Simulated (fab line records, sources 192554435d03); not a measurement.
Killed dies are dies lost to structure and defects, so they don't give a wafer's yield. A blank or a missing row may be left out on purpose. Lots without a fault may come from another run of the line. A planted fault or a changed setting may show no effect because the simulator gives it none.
Chamber matching | flow n5_finfet | N5_BEOL_M2_CO_CAP_55 on cvd_co-02: 3 sister chambers
The step material Co, precursor CCTBA/H2, target thk 2 nm, time 102.1 s. 3 wafers are shown with their chamber, then 12 later ones without.

WAFERS WITH THEIR CHAMBER
wafer  | chamber | heater_power_w (W)
L086.4 | 1       | 215
L090.2 | 0       | 239
L090.4 | 2       | 204

WAFERS WITHOUT THEIR CHAMBER
wafer  | heater_power_w (W)
L091.3 | 221
L091.4 | 236
L091.6 | 209
L092.1 | 215
L092.2 | 202
L092.5 | 206
L095.1 | 239
L095.4 | 200
L095.5 | 215
L096.1 | 239
L096.2 | 199
L096.6 | 238

WHICH CHAMBER EACH WENT THROUGH
wafer  | from the rows above     | in truth
L091.3 | 1                       | 1
L091.4 | 0                       | 0
L091.6 | can't be placed: 2 or 1 | 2
L092.1 | 1                       | 1
L092.2 | 2                       | 2
L092.5 | 2                       | 2
L095.1 | 0                       | 0
L095.4 | 2                       | 2
L095.5 | 1                       | 1
L096.1 | 0                       | 0
L096.2 | 2                       | 2
L096.6 | 0                       | 0
Placed correctly: 11 of 12. Can't be placed from these rows: 1 (the true chamber is among the candidates in 1). Placed wrongly: 0.
How it was worked out, from the rows above alone: a wafer's distance from a chamber is the root of the sum, over the readings, of the square of ((its reading less the chamber's mean) divided by the reading's scatter). The wafer belongs to the nearest chamber; if the next one is less than 2 further off, it can't be placed. A chamber's mean is the mean of its shown wafers. The scatter: with one shown wafer a chamber, the root of the mean of the squares of how far each hidden wafer lies from its nearest shown one.
